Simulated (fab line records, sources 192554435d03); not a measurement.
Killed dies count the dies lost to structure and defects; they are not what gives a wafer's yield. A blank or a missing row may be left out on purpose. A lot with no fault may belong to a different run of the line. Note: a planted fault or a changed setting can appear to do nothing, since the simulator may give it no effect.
Split-lot experiment -- flow n5_finfet -- on a route of 1938 steps: 7 lots, 39 wafers read

ON THE SPLIT
At N5_SPACER0_ALD_00 (deposits SiOCN, target thk 3.5 nm, pulse time 3 s, purge time 2 s), the setting ald_cycles was moved away from the recipe's 58 on 15 of the 39 wafers read, by -8.6% to +12.1%. The other wafers ran this setting at the recipe's value.

Reading taken at the split's own step.

THE READING
SiOCN_of_SPACER0_ALD_00.thk_nm (the simulator's own value, which no gauge read), in nm, at N5_SPACER0_ALD_00 (deposits SiOCN, target thk 3.5 nm, pulse time 3 s, purge time 2 s). The file does not state a usual value for it. Here, 24 wafers ran the recipe; their average is 3.5 nm with a standard deviation of 0.099 nm.

wafer,"tool, chamber at the split",ald_cycles as run,against the recipe,"SiOCN_of_SPACER0_ALD_00.thk_nm, nm",against lot-mates on the recipe
L079.1,"ald_sin-02, 1,3",58,recipe,3.4,-
L079.5,"ald_sin-02, 1,3",58,recipe,3.4,-
L079.2,"ald_sin-02, 2,3,2",53,-8.6%,3.2,-0.3
L079.3,"ald_sin-02, 2,3,2",53,-8.6%,3.2,-0.3
L079.6,"ald_sin-02, 2,3,2",53,-8.6%,3.2,-0.3
L079.4,"ald_sin-02, 0",58,recipe,3.6,-
L082.1,"ald_sin-03, 2,3",58,recipe,3.6,-
L082.2,"ald_sin-03, 2,3",58,recipe,3.6,-
L082.3,"ald_sin-03, 0",58,recipe,3.4,-
L089.1,"ald_sin-03, 1,3,2",58,recipe,3.4,-
L089.3,"ald_sin-03, 1,3,2",58,recipe,3.4,-
L089.4,"ald_sin-03, 1,3,2",58,recipe,3.4,-
L089.2,"ald_sin-03, 0,1,0",64,+10.3%,3.8,+0.4
L089.5,"ald_sin-03, 0,1,0",64,+10.3%,3.8,+0.4
L089.6,"ald_sin-03, 0,1,0",64,+10.3%,3.8,+0.4
L091.1,"ald_sin-01, 3,0,2",58,recipe,3.4,-
L091.2,"ald_sin-01, 3,0,2",58,recipe,3.4,-
L091.4,"ald_sin-01, 3,0,2",58,recipe,3.4,-
L091.3,"ald_sin-01, 1,2,1",65,+12.1%,3.8,+0.4
L091.5,"ald_sin-01, 1,2,1",65,+12.1%,3.8,+0.4
L091.6,"ald_sin-01, 1,2,1",65,+12.1%,3.8,+0.4
L093.1,"ald_sin-02, 3,0,2",65,+12.1%,4,+0.4
L093.3,"ald_sin-02, 3,0,2",65,+12.1%,4,+0.4
L093.4,"ald_sin-02, 3,0,2",65,+12.1%,4,+0.4
L093.2,"ald_sin-02, 1,1,0",58,recipe,3.6,-
L093.5,"ald_sin-02, 1,1,0",58,recipe,3.6,-
L093.6,"ald_sin-02, 1,1,0",58,recipe,3.6,-
L096.1,"ald_sin-02, 3,2,1,0",58,recipe,3.4,-
L096.3,"ald_sin-02, 3,2,1,0",58,recipe,3.4,-
L096.5,"ald_sin-02, 3,2,1,0",58,recipe,3.4,-
L096.6,"ald_sin-02, 3,2,1,0",58,recipe,3.4,-
L096.2,"ald_sin-02, 0,1",58,recipe,3.6,-
L096.4,"ald_sin-02, 0,1",58,recipe,3.6,-
L097.1,"ald_sin-01, 3,0",58,recipe,3.6,-
L097.6,"ald_sin-01, 3,0",58,recipe,3.6,-
L097.2,"ald_sin-01, 2,0,1",56,-3.4%,3.4,-0.1
L097.3,"ald_sin-01, 2,0,1",56,-3.4%,3.4,-0.1
L097.4,"ald_sin-01, 2,0,1",56,-3.4%,3.4,-0.1
L097.5,"ald_sin-01, 1",58,recipe,3.4,-
When a row names more than one chamber, that row covers several wafers, and the file does not tell which wafer ran in which chamber.

FIT RESULTS
A straight line over all 39 wafers: SiOCN_of_SPACER0_ALD_00.thk_nm changes by +0.033 nm for each +1% of ald_cycles; r = +0.91; the points scatter about the line by 0.09 nm.
The same after taking each lot's own level away (the mean of its wafers on the recipe; 39 wafers): +0.034 nm for each +1%; r = +0.96; scatter 0.062 nm.
According to that fit, moving ald_cycles by its largest amount changes the reading by 0.41 nm.
The lots' own levels span 3.40 to 3.60 nm, that is 2.0 times the standard deviation above.
The two slopes are in agreement: the lot-to-lot level therefore moves the slope only a little.
Check: +0.415 nm against its lot-mates is what the line predicts for one of the wafers moved furthest among these (+12.1%) when that wafer is left out of the fit. Against them it came out at +0.4 nm.

ADDITIONAL SPLITS CARRIED BY THESE WAFERS
Note: prior to the reading, these wafers also went through further splits. Each is held against what the fit with the lots' levels taken away leaves over:
other split on the same wafers,wafers away from the commonest value,r with SiOCN_of_SPACER0_ALD_00.thk_nm (lot level and that fit taken away)
N5_FIN_SAQP_HM_DEP_03 time_s,12,+0.06
N5_DUMMY_GATE_ETCH_42 bias_w,15,-0.07

THE FILE'S OWN FIT
SiOCN_of_SPACER0_ALD_00.thk_nm changes by +0.0342 nm for each +1% of ald_cycles, r = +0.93.
